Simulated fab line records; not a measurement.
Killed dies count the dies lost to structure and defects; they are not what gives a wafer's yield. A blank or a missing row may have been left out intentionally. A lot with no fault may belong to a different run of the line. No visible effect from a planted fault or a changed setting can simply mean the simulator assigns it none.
A struck lot beside a sound one    flow n5Finfet    20 steps out of a route of 1938
Sound: the wafers L710.1, L710.2, L710.5. Struck: wafers L709.2, L709.4, L709.5. The cause is given at the end.
At each step with rows: each side's tool, then ch and its chambers, then its first start. Under that, the readings that differ: sound wafers    struck wafers    difference of the means    sigmas: that difference in standard deviations of wafers without a fault.
alike: readings with means less than 2 such deviations apart, plus words and numbers identical on both sides. not compared: withheld readings, readings lacking a value on some wafer, bounds such as >300 that could conceal the same value, and numbers that have no deviation in the record and whose values overlap.
The two part at a step that has a row with sigmas, a row that says differs or no value, or rows on one side only. When numbers do not overlap yet have no deviation, they are printed without sigmas and do not part them. A reading missing from all wafers of one side parts the sides only when that side holds two or more wafers.

first, 8 steps without rows for these wafers: N5_BEOL_M8_CMP_52 (polishes, stops on SiCOH lowk, t overpolish 6.9 s, target thk 80 nm); N5_BEOL_M8_PRE_CLEAN_55 (time 15 s); N5_BEOL_M8_DEP_56 (deposits SiCN from 3MS/NH3, target thk 10 nm, time 17.5 s); N5_BEOL_M9_ILD_DEP_00 (deposits SiCOH lowk from DEMS/porogen, target thk 308.51 nm, time 58 s); N5_BEOL_M9_CURE_71 (cures SiCOH lowk, time 240 s); N5_BEOL_M9_PECVD_70 (deposits SiO2 from TEOS/O2, target thk 20 nm, time 22.7 s); N5_BEOL_M9_HM_DEP_02 (deposits TiN, target thk 20 nm); N5_BEOL_M9_COAT_59 (time 60 s, resist thk 100 nm).
N5_BEOL_M9_COAT_60: time 60 s, resist thk 30 nm.
  sound on lithoTrack-03 ch 0, day 13 14:10; struck on lithoTrack-05 ch 0, day 13 10:19
reading                                    sound                 struck                difference  sigmas
spinSpeedRpm (rpm)                         1499.9 1500.4 1501.7  1693.6 1693.6 1694.0  +193.1      +99 or more
model.SiARC_of_BEOL_M9_COAT_60.thkNm (nm)  30 30 30.2            28.2 28.2 28.2        -1.9        
  alike: plateTempC
then, 7 steps without rows for these wafers: N5_BEOL_M9_COAT_05 (resist thk 90 nm); N5_BEOL_M9_EBR_07; N5_BEOL_M9_SOFTBAKE_06 (time 60 s); N5_BEOL_M9_EXPOSE_08 (exposes mask M9); N5_BEOL_M9_PEB_09 (peb time 60 s); N5_BEOL_M9_DEVELOP_10 (develop time 30 s); N5_BEOL_M9_DESCUM_16 (chemistry O2, time 7.9 s).
N5_BEOL_M9_ETCH_61: etches SiARC in CF4, target depth 39 nm, time 65 s.
  sound on rieDiel-02 ch 2,3, day 13 14:39; struck on rieDiel-01 ch 0,3, day 13 11:02
reading                                      sound              struck             difference  sigmas
etchRfOnTimeS (s)                            65.7 63.7 66.0     62.2 61.0 62.1     -3.4        -4
model.etch.depthNm (nm)                      29.98 29.99 30.12  28.25 28.28 28.27  -1.76       
model.CAR-ArF_of_BEOL_M9_COAT_05.thkNm (nm)  55.6 55.4 55.6     57.4 57.4 57.4     +1.9        
  alike: drypumpMotorCurrentA, mfcArSccm, oesProductAu, rfVppV, showerheadPlenumPTorr, throttleValvePct
  not compared: rfHoursCounterH
N5_BEOL_M9_ETCH_62: etches SOC in N2/H2, target depth 110 nm, overetch 22 nm, time 165 s.
  sound on rieDiel-02 ch 2,3, day 13 14:42; struck on rieDiel-01 ch 0,3, day 13 11:05
reading                                    sound           struck          difference  sigmas
model.SiARC_of_BEOL_M9_COAT_60.thkNm (nm)  23.6 23.6 23.8  21.8 21.8 21.8  -1.9        
  alike: drypumpMotorCurrentA, oesProductAu, rfVppV, showerheadPlenumPTorr, throttleValvePct
  not compared: rfHoursCounterH
then, 1 step without rows for these wafers: N5_BEOL_M9_STRIP_68 (strips in N2/H2).
-- record jumps: 2 days separate the struck wafers' starts on either side; left off in module BEOL_M9, taken up again in module PASSIVATION, whose first shown step is the route's number 1936 --
N5_PASSIVATION_PROBE_49:
  sound: prober-01 at day 15 22:34; struck: prober-02 at day 15 22:04
reading               sound     struck  difference  sigmas
sort_bin_8_speed (%)  0 0 0.08  0 0 0   +0          -3
  alike: defectLimitedYield, killed_at_M0_to_M3, killed_at_M4_up, killedAtContacts, killedAtFrontEnd, killedAtOther, killedDies, killedOnRim, killedOpen, killedShort, sort_bin_5_function, sort_bin_6_memory, sortNPass, sortYieldPct

== WHERE THEY PART ==
At N5_BEOL_M9_COAT_60 first; at N5_PASSIVATION_PROBE_49 last (within this record only).

WHY: what had been put in by the simulator
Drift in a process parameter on lithoTrack-05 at N5_BEOL_M9_COAT_60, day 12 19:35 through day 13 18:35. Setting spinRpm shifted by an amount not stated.
